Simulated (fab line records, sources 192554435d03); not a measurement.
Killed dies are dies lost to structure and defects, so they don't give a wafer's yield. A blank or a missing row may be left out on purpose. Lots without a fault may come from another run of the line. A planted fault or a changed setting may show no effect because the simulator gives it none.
fab line records | flow n5_finfet
record lots=22 wafers=66 last_day=18
route steps=1938 shown BEOL_M11@1575 BEOL_M12@1617
lots that met no fault: from a run of the same line without faults
start_h: hours from the record's first day to the start of the lot's first wafer shown | wait_h: hours since the lot's step before | " the same as in the row above | L1.1+2: a row that stands for several wafers | - no value, or no start given | * or withheld: withheld | < > ~ a bound
route shown NAME@n: a module of which the file shows steps, and the number in the route of the first | usual: mean/standard deviation of fault-free wafers | same: alike in all rows | chamber/n: place in a boat | sites: the reading at each site | _std_site: their standard deviation | _edge_site: outer sites' mean less inner sites' | radius_mm: how far each site lies from the wafer's centre | mask NAME#n: copy n | behind: the tool/chamber that last shaped the wafer | hold: why the lot was held/for how many hours/how that ended | device: the transistor (n, p or np) that didn't switch | end of line: the same wafers' tests at the end of the route | a step without rows: its recipe alone | killed: dies lost to structure and defects at the first sort, not the wafer's yield | map: a wafer's dies, x killed, . not, _ none there
set.NAME: the setting as run; set.NAME@STEP: as run at that earlier step | model.NAME: the simulator's own value behind a step, which no gauge read
steps of the route over a sample of lots; a table a step, a row a wafer
services: from which hour (start_h, from the record's first day; less than 0 if before it) a tool's chamber was out of use, for how many hours, and why
## steps
# step N5_BEOL_M11_VIA_ETCH_34
# recipe chemistry=C4F6/O2 target=SiCOH_lowk target_depth_a=1845 mask_material=SOC taper_deg=4 time_s=69.2 ion_energy_ev=250 pressure_mtorr=30 source_w=345 bias_w=185 Ar_flow_sccm=300 C4F6_flow_sccm=10 O2_flow_sccm=10
# usual drypump_motor_current_A=5.7/0.41 oes_product_au=0.80/0.092 rf_vpp_V=664/17 showerhead_plenum_p_Torr=2.87/0.1 throttle_valve_pct=20.92/0.25
# columns lot.wafer tool chamber start_h wait_h drypump_motor_current_A oes_product_au rf_hours_counter_h rf_vpp_V showerhead_plenum_p_Torr throttle_valve_pct
L074.4 rie_diel-04 3 222.35 0.0 5.9 0.90 34 680 3.00 20.48
L074.5 " 2 " " 6.1 0.67 - 656 2.82 21.21
L074.6 " 1 " " 5.2 0.80 - 655 2.89 21.27
L076.2 rie_diel-05 2 233.56 0.0 6.3 0.74 183 662 2.84 20.81
L076.4 " 1 " " 5.8 0.74 194 649 2.81 21.06
L076.6 " 0 " " 6.3 0.70 - 678 2.71 21.00
L075.2 rie_diel-04 2 239.37 0.0 6.1 0.67 245 657 2.82 21.25
L075.3 " 3 " " 5.9 0.89 38 681 3.00 20.48
L075.4 " 2 " " 6.1 0.67 - 658 2.82 21.24
L077.3 rie_diel-03 1 256.28 0.0 5.1 0.78 104 657 2.78 20.70
L077.4 " 1 " " 5.1 0.78 - 658 2.78 20.70
L077.5 " 0 " " 5.9 0.79 - 648 2.97 20.92
L078.3 rie_diel-05 1 266.55 0.0 5.8 0.73 204 649 2.81 21.08
L078.4 " 2 " " 6.3 0.73 193 664 2.84 20.83
L078.5 " 1 " " 5.8 0.73 - 651 2.81 21.08
L080.1 rie_diel-03 1 274.68 0.0 5.2 0.77 111 655 2.77 20.72
L080.3 " 3 " " 5.7 0.86 40 687 2.89 20.64
L080.4 " 3 " " 5.7 0.86 - 685 2.89 20.65
L083.2 rie_diel-04 0 291.45 0.0 5.2 0.71 199 642 2.69 21.13
L083.4 " 3 " " 5.9 0.86 - 679 2.99 20.51
L083.5 " 1 " " 5.2 0.78 - 650 2.88 21.28
L081.2 rie_diel-03 0 296.41 0.0 5.9 0.79 123 648 2.96 20.95
L081.4 " 1 " " 5.1 0.76 117 655 2.77 20.74
L081.6 " 3 " " 5.7 0.85 - 686 2.89 20.66
L084.2 rie_diel-04 2 300.32 0.0 6.1 1.01 2 657 2.81 20.87
L084.4 " 0 " " 5.2 0.70 201 641 2.69 21.12
L084.5 " 3 " " 5.9 0.87 - 681 2.99 20.54
L082.1 rie_diel-04 1 308.33 0.0 5.2 0.78 131 652 2.88 21.30
L082.4 " 2 " " 6.1 1.00 4 656 2.81 20.87
L082.6 " 2 " " 6.1 1.00 - 657 2.81 20.87
L085.2 rie_diel-05 2 310.86 0.0 6.3 0.72 206 663 2.83 20.84
L085.4 " 1 " " 5.8 0.72 - 651 2.80 21.09
L085.6 " 2 " " 6.3 0.72 - 662 2.83 20.85
L086.4 rie_diel-03 0 321.19 0.0 5.8 0.78 130 646 2.96 20.95
L086.5 " 0 " " 5.9 0.79 - 648 2.96 20.95
L086.6 " 1 " " 5.2 0.76 - 656 2.77 20.74
L087.4 rie_diel-03 1 327.85 0.0 5.1 0.77 125 655 2.77 20.73
L087.5 " 3 " " 5.7 0.84 - 685 2.88 20.68
L087.6 " 2 " " 5.8 0.94 - 660 3.04 20.64
L088.1 rie_diel-05 0 333.04 0.0 6.3 1.01 4 690 3.04 20.69
L088.2 " 1 " " 5.8 0.72 225 650 2.80 21.09
L088.6 " 2 " " 6.3 0.71 - 664 2.83 20.84
L089.1 rie_diel-04 2 342.42 0.0 6.1 0.95 16 656 2.81 20.90
L089.3 " 1 " " 5.2 0.77 143 650 2.87 21.33
L089.5 " 2 " " 6.1 0.95 - 656 2.81 20.90
L091.1 rie_diel-03 1 343.17 0.0 5.1 0.75 130 657 2.77 20.74
L091.5 " 2 " " 5.8 0.93 - 660 3.04 20.64
L091.6 " 3 " " 5.7 0.82 - 686 2.88 20.67
L093.1 rie_diel-04 0 346.16 0.0 5.1 0.70 217 642 2.69 21.12
L093.3 " 2 " " 6.1 0.96 18 655 2.81 20.89
L093.5 " 1 " " 5.2 0.78 - 651 2.87 21.31
L094.1 rie_diel-05 1 349.31 0.0 5.8 0.71 232 649 2.80 21.10
L094.2 " 3 " " 6.1 0.68 240 698 2.92 21.16
L094.5 " 0 " " 6.3 0.97 - 688 3.03 20.69
L096.1 rie_diel-04 3 349.48 0.0 5.9 0.84 74 680 2.98 20.56
L096.3 " 2 " " 6.1 0.94 18 657 2.81 20.90
L096.5 " 0 " " 5.2 0.69 - 643 2.68 21.13
L092.1 rie_diel-04 2 353.17 0.0 6.1 0.94 20 658 2.81 20.89
L092.3 " 0 " " 5.2 0.70 219 641 2.68 21.15
L092.6 " 2 " " 6.1 0.95 - 656 2.81 20.90
L095.3 rie_diel-04 3 377.90 0.0 5.9 0.84 82 678 2.97 20.57
L095.5 " 1 " " 5.2 0.76 - 650 2.87 21.32
L095.6 " 0 " " 5.1 0.69 - 641 2.68 21.14
L097.2 rie_diel-05 0 393.03 0.0 6.3 0.94 24 688 3.03 20.69
L097.3 " 2 " " 6.3 0.70 229 661 2.82 20.87
L097.4 " 2 " " 6.3 0.70 - 663 2.82 20.89
# step N5_BEOL_M11_TRENCH_ETCH_37
# recipe chemistry=C4F6/O2 target_depth_a=1488.3 target=SiCOH_lowk time_s=48 ion_energy_ev=250 pressure_mtorr=30 source_w=345 bias_w=185 Ar_flow_sccm=300 C4F6_flow_sccm=10 O2_flow_sccm=10
# usual drypump_motor_current_A=5.7/0.41 oes_product_au=0.79/0.093 rf_vpp_V=664/17 showerhead_plenum_p_Torr=2.87/0.1 throttle_valve_pct=20.94/0.25
# columns lot.wafer tool chamber start_h wait_h drypump_motor_current_A oes_product_au rf_hours_counter_h rf_vpp_V showerhead_plenum_p_Torr throttle_valve_pct
L074.4 rie_diel-04 3 - - 5.9 0.90 34 679 3.00 20.51
L074.5 " 2 " " 6.1 0.68 - 655 2.82 21.27
L074.6 " 1 " " 5.2 0.80 - 652 2.89 21.30
L076.2 rie_diel-05 2 - - 6.3 0.74 183 663 2.84 20.83
L076.4 " 1 " " 5.8 0.74 194 649 2.81 21.08
L076.6 " 0 " " 6.3 0.69 - 678 2.71 21.04
L075.2 rie_diel-04 2 - - 6.1 0.67 245 657 2.82 21.26
L075.3 " 3 " " 5.9 0.89 39 680 3.00 20.52
L075.4 " 2 " " 6.1 0.67 - 657 2.82 21.26
L077.3 rie_diel-03 1 - - 5.2 0.78 - 656 2.78 20.73
L077.4 " 3 " " 5.7 0.87 - 685 2.89 20.68
L077.5 " 3 " " 5.7 0.88 - 685 2.89 20.65
L078.3 rie_diel-05 1 - - 5.8 0.72 204 650 2.81 21.09
L078.4 " 2 " " 6.3 0.73 193 665 2.84 20.86
L078.5 " 1 " " 5.9 0.72 - 652 2.81 21.10
L080.1 rie_diel-03 1 - - 5.1 0.77 111 657 2.78 20.74
L080.3 " 3 " " 5.7 0.86 40 688 2.89 20.67
L080.4 " 3 " " 5.7 0.86 - 685 2.89 20.68
L083.2 rie_diel-04 0 - - 5.1 0.70 199 643 2.69 21.14
L083.4 " 3 " " 5.9 0.87 - 679 2.99 20.53
L083.5 " 1 " " 5.2 0.78 - 652 2.88 21.32
L081.2 rie_diel-03 0 - - 5.8 0.79 123 647 2.96 20.96
L081.4 " 1 " " 5.1 0.76 117 657 2.77 20.76
L081.6 " 3 " " 5.7 0.85 - 686 2.89 20.69
L084.2 rie_diel-04 2 - - 6.1 1.01 2 657 2.81 20.90
L084.4 " 0 " " 5.2 0.70 201 642 2.69 21.14
L084.5 " 3 " " 5.9 0.86 - 679 2.99 20.55
L082.1 rie_diel-04 1 - - 5.2 0.78 131 651 2.88 21.31
L082.4 " 2 " " 6.1 1.00 4 656 2.81 20.89
L082.6 " 2 " " 6.1 1.00 - 657 2.81 20.90
L085.2 rie_diel-05 2 - - 6.3 0.71 206 663 2.83 20.87
L085.4 " 1 " " 5.8 0.72 - 650 2.80 21.12
L085.6 " 2 " " 6.3 0.72 - 662 2.83 20.86
L086.4 rie_diel-03 0 - - 5.9 0.78 130 646 2.96 20.97
L086.5 " 0 " " 5.9 0.78 - 647 2.96 20.99
L086.6 " 1 " " 5.1 0.76 - 656 2.77 20.78
L087.4 rie_diel-03 1 - - 5.1 0.76 125 656 2.77 20.78
L087.5 " 3 " " 5.7 0.83 - 687 2.88 20.69
L087.6 " 2 " " 5.8 0.93 - 661 3.04 20.66
L088.1 rie_diel-05 0 - - 6.3 1.00 4 688 3.04 20.71
L088.2 " 1 " " 5.8 0.71 225 650 2.80 21.12
L088.6 " 2 " " 6.3 0.71 - 663 2.83 20.90
L089.1 rie_diel-04 2 - - 6.1 0.94 16 655 2.81 20.90
L089.3 " 1 " " 5.3 0.77 143 652 2.87 21.34
L089.5 " 2 " " 6.1 0.95 - 656 2.81 20.92
L091.1 rie_diel-03 1 - - 5.2 0.76 130 657 2.77 20.77
L091.5 " 2 " " 5.8 0.94 - 660 3.04 20.68
L091.6 " 3 " " 5.6 0.83 - 685 2.88 20.72
L093.1 rie_diel-04 0 - - 5.1 0.69 217 642 2.69 21.16
L093.3 " 2 " " 6.1 0.95 18 657 2.81 20.91
L093.5 " 1 " " 5.2 0.77 - 652 2.87 21.34
L094.1 rie_diel-05 1 - - 5.8 0.70 232 651 2.80 21.13
L094.2 " 3 " " 6.1 0.68 240 699 2.92 21.19
L094.5 " 0 " " 6.3 0.97 - 686 3.04 20.71
L096.1 rie_diel-04 3 - - 5.9 0.84 74 680 2.98 20.59
L096.3 " 2 " " 6.1 0.94 18 657 2.81 20.92
L096.5 " 0 " " 5.1 0.69 - 641 2.68 21.15
L092.1 rie_diel-04 2 - - 6.1 0.94 20 656 2.81 20.92
L092.3 " 0 " " 5.1 0.70 219 641 2.68 21.15
L092.6 " 2 " " 6.1 0.95 - 656 2.81 20.94
L095.3 rie_diel-04 3 - - 5.9 0.84 82 680 2.97 20.58
L095.5 " 1 " " 5.3 0.76 - 651 2.86 21.36
L095.6 " 0 " " 5.2 0.69 - 642 2.68 21.16
L097.2 rie_diel-05 0 - - 6.3 0.94 24 689 3.03 20.73
L097.3 " 2 " " 6.3 0.70 229 664 2.82 20.89
L097.4 " 2 " " 6.3 0.70 - 662 2.82 20.93
# step N5_BEOL_M12_VIA_ETCH_16
# recipe chemistry=C4F8/O2/Ar target=SiOC pressure_mtorr=30 source_w=3000 bias_w=700 Ar_flow_sccm=400 C4F8_flow_sccm=15 O2_flow_sccm=8 he_inner_torr=15 he_outer_torr=30 target_depth_a=7248 time_s=withheld ion_energy_ev=250 ends=cleared
# usual drypump_motor_current_A=5.4/0.31 oes_product_au=0.71/0.091 rf_vpp_V=667.2/2.4 showerhead_plenum_p_Torr=3.48/0.082 throttle_valve_pct=24.23/0.2
# columns lot.wafer tool chamber start_h wait_h drypump_motor_current_A oes_product_au rf_vpp_V showerhead_plenum_p_Torr throttle_valve_pct
L074.4 rie_diel-02 1 228.48 0.0 5.7 0.62 667.5 3.51 24.38
L074.5 " 0 " " 5.2 0.79 672.0 3.59 24.16
L074.6 " 3 " " 5.8 0.66 666.2 3.40 24.29
L076.2 rie_diel-02 1 236.75 0.0 5.7 0.64 667.7 3.51 24.38
L076.4 " 3 " " 5.9 0.66 664.4 3.40 24.30
L076.6 " 0 " " 5.2 0.78 671.6 3.59 24.16
L075.2 rie_diel-06 3 243.50 0.0 5.6 0.80 664.1 3.35 24.33
L075.3 " 2 " " 5.0 0.64 668.5 3.56 24.12
L075.4 " 2 " " 5.0 0.65 670.0 3.56 24.11
L077.3 rie_diel-06 3 260.40 0.0 5.6 0.79 664.4 3.34 24.32
L077.4 " 2 " " 5.0 0.64 668.3 3.55 24.14
L077.5 " 0 " " 5.2 0.67 668.2 3.55 24.53
L078.3 rie_diel-06 3 271.21 0.0 5.7 0.79 663.3 3.34 24.35
L078.4 " 0 " " 5.2 0.67 670.3 3.55 24.51
L078.5 " 3 " " 5.7 0.80 662.5 3.34 24.33
L080.1 rie_diel-06 3 279.68 0.0 5.6 0.78 664.6 3.34 24.35
L080.3 " 2 " " 5.0 0.64 668.8 3.55 24.11
L080.4 " 1 " " 5.6 0.62 667.1 3.50 24.05
L083.2 rie_diel-06 1 298.21 0.0 5.6 0.63 668.0 3.50 24.06
L083.4 " 0 " " 5.2 0.67 667.3 3.55 24.54
L083.5 " 0 " " 5.2 0.66 668.6 3.55 24.55
L081.2 rie_diel-02 1 299.94 0.0 5.7 0.61 667.4 3.50 24.40
L081.4 " 0 " " 5.2 0.76 667.8 3.58 24.19
L081.6 " 0 " " 5.2 0.76 671.7 3.58 24.19
L084.2 rie_diel-02 3 304.15 0.0 5.9 0.64 664.6 3.39 24.32
L084.4 " 1 " " 5.7 0.61 668.4 3.50 24.40
L084.5 " 2 " " 5.4 0.88 667.5 3.50 24.02
L082.1 rie_diel-06 3 313.00 0.0 5.6 0.77 663.4 3.34 24.36
L082.4 " 2 " " 4.9 0.63 668.9 3.54 24.14
L082.6 " 3 " " 5.6 0.77 663.2 3.34 24.35
L085.2 rie_diel-06 0 314.93 0.0 5.2 0.66 668.5 3.54 24.53
L085.4 " 1 " " 5.6 0.63 667.8 3.50 24.06
L085.6 " 1 " " 5.6 0.62 670.4 3.50 24.05
L086.4 rie_diel-02 1 325.60 0.1 5.7 0.61 667.8 3.49 24.42
L086.5 " 3 " " 5.9 0.63 664.5 3.38 24.33
L086.6 " 2 " " 5.4 0.86 667.4 3.49 24.04
L087.4 rie_diel-06 0 331.35 0.1 5.2 0.66 668.1 3.54 24.52
L087.5 " 3 " " 5.6 0.77 663.9 3.33 24.35
L087.6 " 2 " " 5.0 0.63 668.0 3.54 24.18
L088.1 rie_diel-02 3 336.61 0.0 5.9 0.63 663.7 3.38 24.35
L088.2 " 0 " " 5.2 0.75 669.8 3.57 24.21
L088.6 " 0 " " 5.2 0.74 670.1 3.57 24.20
L089.1 rie_diel-06 3 346.55 0.0 5.7 0.76 661.9 3.33 24.37
L089.3 " 0 " " 5.2 0.65 669.2 3.54 24.56
L089.5 " 2 " " 5.0 0.62 669.2 3.54 24.17
L091.1 rie_diel-06 2 347.87 0.0 5.0 0.62 669.4 3.53 24.17
L091.5 " 3 " " 5.7 0.76 662.2 3.33 24.38
L091.6 " 2 " " 5.0 0.62 669.3 3.53 24.16
L093.1 rie_diel-02 0 350.31 0.1 5.2 0.74 669.9 3.57 24.22
L093.3 " 3 " " 5.9 0.62 664.6 3.38 24.37
L093.5 " 3 " " 5.9 0.63 664.8 3.38 24.35
L094.1 rie_diel-02 1 353.48 0.0 5.7 0.92 667.9 3.49 24.05
L094.2 " 0 " " 5.3 0.73 670.1 3.57 24.21
L094.5 " 1 " " 5.7 0.91 668.6 3.49 24.02
L096.1 rie_diel-06 1 353.63 0.0 5.6 0.85 667.4 3.49 23.74
L096.3 " 3 " " 5.7 0.75 663.0 3.33 24.37
L096.5 " 2 " " 5.0 0.63 668.8 3.53 24.17
L092.1 rie_diel-01 3 357.02 0.0 5.3 0.80 663.5 3.37 23.91
L092.3 " 1 " " 6.1 0.66 666.8 3.40 24.14
L092.6 " 1 " " 6.1 0.67 665.5 3.40 24.15
L095.3 rie_diel-02 3 381.57 0.0 5.9 0.61 663.5 3.37 24.38
L095.5 " 3 " " 5.9 0.61 663.9 3.37 24.39
L095.6 " 0 " " 5.2 0.72 669.6 3.56 24.23
L097.2 rie_diel-02 3 396.55 0.0 5.8 0.62 663.9 3.37 24.39
L097.3 " 1 " " 5.7 0.86 667.8 3.49 24.05
L097.4 " 0 " " 5.2 0.73 670.6 3.56 24.23
# step N5_BEOL_M12_STRIP_63
# recipe chemistry=N2/H2 power_w=1000 temp_c=250 h2_frac=0.65 overash_fraction=0.3 pressure_mtorr=1000 n2_flow_sccm=1750 h2_flow_sccm=3250
# usual drypump_motor_current_A=5.5/0.43 heater_power_w=321/37 oes_product_au=0.693/0.0042 strip_time_to_endpoint_s=42.5/0.75
# columns lot.wafer tool chamber start_h wait_h drypump_motor_current_A heater_power_w oes_product_au rf_hours_counter_h strip_time_to_endpoint_s
L074.4 plasma_asher-01 1 228.70 - 6.2 314 0.695 - 42.1
L074.5 " 1 " " 6.2 316 0.697 - 42.2
L074.6 " 0 " " 5.4 373 0.702 - 41.5
L076.2 plasma_asher-02 1 236.95 - 5.1 265 0.696 116 44.0
L076.4 " 1 " " 5.1 270 0.687 - 42.7
L076.6 " 0 " " 5.3 311 0.699 - 42.7
L075.2 plasma_asher-02 1 243.74 - 5.1 271 0.690 117 42.0
L075.3 " 0 " " 5.2 320 0.691 - 42.8
L075.4 " 1 " " 5.1 262 0.688 - 42.6
L077.3 plasma_asher-01 1 260.62 - 6.2 315 0.702 - 41.6
L077.4 " 0 " " 5.4 376 0.698 - 41.8
L077.5 " 1 " " 6.2 316 0.684 - 41.5
L078.3 plasma_asher-02 0 271.43 - 5.3 306 0.688 - 42.6
L078.4 " 1 " " 5.1 279 0.687 - 42.0
L078.5 " 1 " " 5.1 267 0.694 - 42.0
L080.1 plasma_asher-01 0 279.88 - 5.4 372 0.688 80 42.7
L080.3 " 0 " " 5.4 381 0.698 - 43.6
L080.4 " 1 " " 6.2 319 0.689 - 42.7
L083.2 plasma_asher-01 0 298.41 - 5.4 372 0.694 83 43.1
L083.4 " 1 " " 6.2 314 0.696 - 42.5
L083.5 " 0 " " 5.3 368 0.691 - 42.1
L081.2 plasma_asher-02 0 300.14 - 5.2 308 0.690 128 42.9
L081.4 " 0 " " 5.2 312 0.699 - 42.3
L081.6 " 1 " " 5.1 266 0.692 - 41.3
L084.2 plasma_asher-01 1 304.35 - 6.2 310 0.691 85 42.1
L084.4 " 1 " " 6.2 316 0.699 - 43.0
L084.5 " 0 " " 5.4 375 0.689 - 41.4
L082.1 plasma_asher-01 0 313.38 - 5.4 368 0.699 86 42.7
L082.4 " 0 " " 5.3 360 0.694 - 42.9
L082.6 " 1 " " 6.2 314 0.693 - 41.8
L085.2 plasma_asher-01 0 315.13 - 5.4 368 0.699 87 43.3
L085.4 " 1 " " 6.2 321 0.698 - 42.4
L085.6 " 1 " " 6.2 321 0.694 - 42.2
L086.4 plasma_asher-01 1 325.74 - 6.2 324 0.699 - 41.5
L086.5 " 0 " " 5.4 372 0.690 - 42.7
L086.6 " 1 " " 6.2 320 0.691 - 40.6
L087.4 plasma_asher-01 0 331.48 - 5.4 370 0.703 - 42.6
L087.5 " 1 " " 6.3 316 0.695 - 41.4
L087.6 " 0 " " 5.4 371 0.686 - 42.4
L088.1 plasma_asher-01 1 336.81 - 6.2 319 0.696 92 42.0
L088.2 " 0 " " 5.4 373 0.695 92 42.7
L088.6 " 1 " " 6.2 311 0.693 - 42.6
L089.1 plasma_asher-01 1 346.75 - 6.2 316 0.693 93 42.5
L089.3 " 0 " " 5.3 369 0.695 - 44.0
L089.5 " 0 " " 5.3 374 0.687 - 43.0
L091.1 plasma_asher-01 1 348.07 - 6.2 315 0.688 93 43.4
L091.5 " 1 " " 6.2 325 0.692 - 42.3
L091.6 " 0 " " 5.3 366 0.691 - 43.2
L093.1 plasma_asher-02 0 350.62 - 5.3 302 0.697 137 43.1
L093.3 " 1 " " 5.1 268 0.694 - 43.0
L093.5 " 1 " " 5.1 275 0.694 - 42.4
L094.1 plasma_asher-01 1 353.68 - 6.2 308 0.695 94 42.7
L094.2 " 0 " " 5.3 368 0.687 94 44.0
L094.5 " 1 " " 6.2 317 0.697 - 42.8
L096.1 plasma_asher-01 1 353.83 - 6.2 317 0.699 95 42.5
L096.3 " 0 " " 5.4 372 0.694 - 41.5
L096.5 " 1 " " 6.2 312 0.686 - 41.1
L092.1 plasma_asher-02 0 357.22 - 5.3 296 0.690 140 43.7
L092.3 " 1 " " 5.1 269 0.692 - 43.0
L092.6 " 0 " " 5.3 319 0.690 - 42.0
L095.3 plasma_asher-02 1 381.79 - 5.1 262 0.696 - 44.0
L095.5 " 0 " " 5.3 306 0.698 - 42.9
L095.6 " 1 " " 5.1 274 0.698 - 42.9
L097.2 plasma_asher-02 1 396.75 - 5.1 257 0.691 146 43.0
L097.3 " 0 " " 5.2 313 0.693 - 42.5
L097.4 " 1 " " 5.1 266 0.695 - 42.2
# step N5_BEOL_M12_STRIP_37
# recipe chemistry=N2/H2 power_w=1000 temp_c=250 h2_frac=0.65 overash_fraction=0.3 pressure_mtorr=withheld n2_flow_sccm=1750 h2_flow_sccm=3250
# usual drypump_motor_current_A=5.6/0.44 heater_power_w=325/38 oes_product_au=0.789/0.011
# columns lot.wafer tool chamber start_h wait_h drypump_motor_current_A heater_power_w oes_product_au rf_hours_counter_h
L074.4 plasma_asher-01 0 230.04 0.1 5.4 375 0.809 -
L074.5 " 1 " " 6.2 320 0.779 -
L074.6 " 0 " " 5.3 371 0.786 -
L076.2 plasma_asher-01 0 238.25 0.0 5.4 379 0.790 71
L076.4 " 1 " " 6.2 314 0.803 -
L076.6 " 0 " " 5.4 371 0.804 -
L075.2 plasma_asher-01 1 244.92 0.0 6.2 322 0.789 72
L075.3 " 0 " " 5.3 376 0.782 -
L075.4 " 1 " " 6.2 315 0.783 -
L077.3 plasma_asher-01 1 261.86 0.1 6.2 322 0.791 -
L077.4 " 0 " " 5.3 373 0.794 -
L077.5 " 0 " " 5.4 382 0.798 -
L078.3 plasma_asher-02 0 272.74 0.1 5.2 309 0.793 -
L078.4 " 1 " " 5.1 263 0.783 -
L078.5 " 1 " " 5.1 269 0.791 -
L080.1 plasma_asher-02 0 281.06 0.0 5.2 311 0.790 124
L080.3 " 0 " " 5.2 309 0.792 -
L080.4 " 1 " " 5.1 273 0.813 -
L083.2 plasma_asher-01 0 299.71 0.0 5.3 375 0.805 84
L083.4 " 0 " " 5.3 373 0.797 -
L083.5 " 0 " " 5.4 359 0.794 -
L081.2 plasma_asher-01 1 301.42 0.0 6.1 318 0.785 84
L081.4 " 0 " " 5.4 368 0.784 -
L081.6 " 1 " " 6.1 324 0.777 -
L084.2 plasma_asher-01 0 305.53 0.0 5.4 371 0.794 85
L084.4 " 0 " " 5.4 378 0.794 -
L084.5 " 1 " " 6.2 319 0.771 -
L082.1 plasma_asher-02 1 314.56 0.0 5.1 269 0.779 131
L082.4 " 1 " " 5.1 270 0.772 -
L082.6 " 1 " " 5.1 266 0.778 -
L085.2 plasma_asher-01 0 316.37 0.0 5.3 375 0.793 87
L085.4 " 0 " " 5.4 375 0.782 -
L085.6 " 1 " " 6.2 323 0.797 -
L086.4 plasma_asher-01 0 327.06 0.1 5.3 379 0.779 -
L086.5 " 0 " " 5.4 372 0.785 -
L086.6 " 1 " " 6.1 319 0.778 -
L087.4 plasma_asher-01 0 332.66 0.1 5.3 376 0.766 -
L087.5 " 0 " " 5.4 366 0.802 -
L087.6 " 1 " " 6.2 314 0.803 -
L088.1 plasma_asher-01 1 338.11 0.0 6.2 324 0.788 92
L088.2 " 0 " " 5.4 376 0.788 92
L088.6 " 0 " " 5.3 377 0.806 -
L089.1 plasma_asher-02 0 348.17 0.0 5.3 308 0.779 137
L089.3 " 1 " " 5.1 271 0.775 -
L089.5 " 0 " " 5.3 307 0.790 -
L091.1 plasma_asher-01 1 349.52 0.0 6.2 324 0.798 94
L091.5 " 1 " " 6.2 310 0.784 -
L091.6 " 0 " " 5.4 370 0.797 -
L093.1 plasma_asher-02 1 351.80 0.0 5.1 265 0.795 137
L093.3 " 1 " " 5.1 266 0.790 -
L093.5 " 0 " " 5.3 311 0.767 -
L094.1 plasma_asher-01 0 354.86 0.0 5.4 380 0.795 95
L094.2 " 1 " " 6.1 314 0.795 95
L094.5 " 0 " " 5.4 366 0.786 -
L096.1 plasma_asher-01 1 355.01 0.0 6.2 317 0.790 95
L096.3 " 0 " " 5.4 389 0.800 -
L096.5 " 0 " " 5.3 381 0.769 -
L092.1 plasma_asher-02 0 358.52 0.0 5.3 316 0.806 140
L092.3 " 1 " " 5.1 264 0.791 -
L092.6 " 0 " " 5.3 313 0.777 -
L095.3 plasma_asher-01 0 383.43 0.1 5.4 369 0.781 -
L095.5 " 1 " " 6.2 317 0.781 -
L095.6 " 0 " " 5.4 373 0.771 -
L097.2 plasma_asher-02 0 398.46 0.0 5.2 308 0.783 146
L097.3 " 1 " " 5.1 268 0.789 -
L097.4 " 0 " " 5.3 312 0.790 -
# step N5_BEOL_M12_ANNEAL_48
# recipe temp_c=225 time_s=90 ambient=N2
# usual anneal_temp_c_max=226.31/0.28 wafer_temp_C_max=225.81/0.25
# columns lot.wafer tool chamber start_h wait_h anneal_temp_c_max wafer_temp_C_max
L074.4 rtp_anneal-01 0 232.34 0.2 225.90 225.82
L074.5 " 0 " " 225.84 225.43
L074.6 " 0 " " 225.96 225.76
L076.2 rtp_anneal-01 0 242.68 0.5 226.37 225.59
L076.4 " 0 " " 226.18 226.01
L076.6 " 0 " " 226.17 226.04
L075.2 rtp_anneal-01 0 245.89 0.1 226.56 225.67
L075.3 " 0 " " 226.11 225.61
L075.4 " 0 " " 226.43 225.67
L077.3 rtp_anneal-01 0 266.52 0.2 226.06 225.82
L077.4 " 0 " " 226.22 225.67
L077.5 " 0 " " 225.84 225.81
L078.3 rtp_anneal-01 0 275.11 0.2 226.21 226.14
L078.4 " 0 " " 225.94 225.83
L078.5 " 0 " " 226.02 225.69
L080.1 rtp_anneal-02 0 283.82 0.4 226.95 225.45
L080.3 " 0 " " 226.47 225.65
L080.4 " 0 " " 226.44 225.79
L083.2 rtp_anneal-02 0 301.39 0.1 226.47 225.96
L083.4 " 0 " " 226.59 225.87
L083.5 " 0 " " 226.22 225.71
L081.2 rtp_anneal-01 0 307.42 0.1 226.03 225.42
L081.4 " 0 " " 225.96 225.79
L081.6 " 0 " " 226.28 225.36
L084.2 rtp_anneal-01 0 309.52 1.0 226.25 225.94
L084.4 " 0 " " 226.14 226.15
L084.5 " 0 " " 226.42 225.89
L082.1 rtp_anneal-01 0 316.33 0.1 226.70 226.02
L082.4 " 0 " " 226.13 225.88
L082.6 " 0 " " 226.12 226.26
L085.2 rtp_anneal-01 0 319.62 0.1 226.23 226.16
L085.4 " 0 " " 226.09 226.22
L085.6 " 0 " " 225.90 226.09
L086.4 rtp_anneal-02 0 328.88 0.2 226.27 226.01
L086.5 " 0 " " 226.25 225.59
L086.6 " 0 " " 226.70 225.69
L087.4 rtp_anneal-02 0 334.14 0.2 226.25 225.65
L087.5 " 0 " " 226.45 225.81
L087.6 " 0 " " 226.66 225.60
L088.1 rtp_anneal-01 0 342.63 0.1 226.28 225.71
L088.2 " 0 " " 226.19 225.62
L088.6 " 0 " " 225.99 225.90
L089.1 rtp_anneal-02 0 350.16 0.1 226.42 226.25
L089.3 " 0 " " 226.36 225.70
L089.5 " 0 " " 226.28 225.95
L091.1 rtp_anneal-02 0 351.27 0.1 226.17 225.38
L091.5 " 0 " " 226.01 225.71
L091.6 " 0 " " 226.39 225.77
L093.1 rtp_anneal-01 0 354.25 0.1 226.06 226.05
L093.3 " 0 " " 226.04 225.43
L093.5 " 0 " " 226.55 225.60
L094.1 rtp_anneal-01 0 356.58 0.1 226.54 226.10
L094.2 " 0 " " 226.55 225.83
L094.5 " 0 " " 226.15 226.14
L096.1 rtp_anneal-02 0 356.98 0.1 226.40 225.60
L096.3 " 0 " " 226.37 225.71
L096.5 " 0 " " 226.71 225.64
L092.1 rtp_anneal-02 0 361.18 0.2 226.41 225.43
L092.3 " 0 " " 226.41 225.98
L092.6 " 0 " " 226.11 225.81
L095.3 rtp_anneal-02 0 386.42 0.2 226.32 225.82
L095.5 " 0 " " 226.04 226.22
L095.6 " 0 " " 226.45 226.06
L097.2 rtp_anneal-01 0 399.50 0.1 226.44 225.53
L097.3 " 0 " " 226.40 225.60
L097.4 " 0 " " 226.49 225.64
## services
# columns tool chamber start_h hours kind
rie_diel-06 2 200.16 11.6 repair
rie_diel-03 0 213.96 5.6 repair
rie_diel-05 - 227.00 2.8 pm
rie_diel-06 1 236.41 28.9 repair
rie_diel-04 0 237.79 3.5 repair
rie_diel-01 - 239.89 2.8 pm
rie_diel-04 1 248.31 9.3 repair
rie_diel-03 2 249.73 7.8 repair
rie_diel-04 2 257.85 - clean
rie_diel-04 2 257.85 - consumable_replace:focus_ring
rie_diel-04 2 257.85 35.0 scheduled_down
rie_diel-04 2 257.85 35.0 vent_cycle
rie_diel-06 - 275.56 1.1 repair
rie_diel-04 1 284.76 2.5 repair
rie_diel-06 2 292.86 4.8 repair
rie_diel-02 1 313.80 7.5 repair
rie_diel-02 0 323.72 4.4 repair
rie_diel-04 3 324.90 6.0 repair
rie_diel-01 2 327.50 8.7 repair
rie_diel-02 0 340.03 5.2 repair
rie_diel-05 2 342.02 12.7 repair
rie_diel-02 2 346.42 8.7 repair
rie_diel-03 - 389.23 0.3 repair
rie_diel-04 0 395.16 15.4 repair
## key
fault none
